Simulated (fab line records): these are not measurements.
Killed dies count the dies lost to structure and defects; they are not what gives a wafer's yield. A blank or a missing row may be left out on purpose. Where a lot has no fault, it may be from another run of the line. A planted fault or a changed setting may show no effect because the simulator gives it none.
Chamber matching -- flow n5Finfet -- rieDiel-02 running N5_FIN_CUT_CUT_ETCH_27: 4 sister chambers
The step etches SiO2 in CHF3/O2, target depth 4 nm, overetch 2 nm, time 4.9 s. 4 wafers are shown with their chamber, then 8 later ones without.

EACH WAFER AND ITS CHAMBER
wafer,chamber,showerheadPlenumPTorr (Torr)
L087.2,3,2.31
L087.3,1,2.31
L087.5,2,2.36
L093.1,0,2.46

WAFERS MISSING THEIR CHAMBER
wafer,showerheadPlenumPTorr (Torr)
L093.3,2.36
L093.5,2.36
L095.1,2.31
L095.2,2.31
L095.4,2.36
L096.1,2.46
L096.2,2.31
L096.3,2.30

EACH ONE'S CHAMBER
wafer,from the rows above,in truth
L093.3,2,2
L093.5,2,2
L095.1,can't be placed: 1 or 3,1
L095.2,can't be placed: 1 or 3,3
L095.4,2,2
L096.1,0,0
L096.2,can't be placed: 1 or 3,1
L096.3,can't be placed: 1 or 3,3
4 of 8 placed correctly. Not placeable from these rows: 4 (in 4, the candidates include the true chamber). Number placed wrongly: 0.
How it was worked out, from the rows above alone: a wafer's distance from a chamber is the root of the sum, over the readings, of the square of ((its reading less the chamber's mean) divided by the reading's scatter). If the next closest chamber is less than 2 further off than the closest, the wafer can't be placed; otherwise it belongs to the closest. Each chamber's mean is taken over the wafers shown for it. The scatter (one wafer shown for each chamber): square how far every hidden wafer sits from the nearest shown wafer, average those squares and take the square root.
